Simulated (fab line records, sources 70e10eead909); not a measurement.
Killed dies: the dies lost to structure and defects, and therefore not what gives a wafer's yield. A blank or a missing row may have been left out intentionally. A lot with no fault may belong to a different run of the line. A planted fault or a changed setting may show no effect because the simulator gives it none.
A single fault, viewed from 2 desks | flow nand-harc | each desk has only its own numbers; what lay behind them comes last

THE TOOL OWNER'S DESK: pecvd-04
The tool's own readings at NHARC_A_STAIRCASE_DEP_417 (deposits Si3N4, target thk 60 nm): means of the sampled wafers that have a number, for each lot that ran on this tool. Any lot whose mean is over 4 standard deviations away from the usual mean is out of limits and marked OUT; that distance is given in the brackets.
Columns: A = heater-power-w at NHARC_A_STAIRCASE_DEP_417, usual 681 W
lot  | first seen here | A
L943 | day 17 14:42    | 652
L946 | day 18 10:38    | 706
L950 | day 20 09:11    | 698
L954 | day 22 04:08    | 695
L955 | day 22 16:17    | 615
L956 | day 22 21:16    | 669
This desk found nothing out of limits on any of the 6 lots.

THE METROLOGY DESK
Lot by lot, what the gauges showed, no matter which tool ran the lot: averages of those sampled wafers that carry a number. Any lot whose mean is over 4 standard deviations away from the usual mean is out of limits and marked OUT; that distance is given in the brackets.
Columns: A = cd-nm at NHARC_THIN_TSV_CD_MEAS_16, usual 998.4 nm
lot  | first seen here | A
L942 | day 23 16:53    | 999.3
L943 | day 24 14:30    | 999.0
L947 | day 25 00:53    | 997.6
L945 | day 25 02:02    | 999.0
L946 | day 25 08:31    | 997.8
L944 | day 25 09:42    | 999.9
L949 | day 26 15:21    | 999.1
L950 | day 26 19:56    | 999.8
L952 | day 29 01:43    | 998.1
L954 | day 29 02:59    | 999.5
L955 | day 29 13:39    | 1001.5
L956 | day 29 20:52    | 997.1
L961 | day 32 03:22    | 1000.1
This desk found nothing out of limits on any of the 13 lots.

TAKEN TOGETHER
The tool owner's desk saw nothing out of limits.
Nothing out of limits was seen by the metrology desk.

WHAT THE SIMULATOR HAD INSERTED
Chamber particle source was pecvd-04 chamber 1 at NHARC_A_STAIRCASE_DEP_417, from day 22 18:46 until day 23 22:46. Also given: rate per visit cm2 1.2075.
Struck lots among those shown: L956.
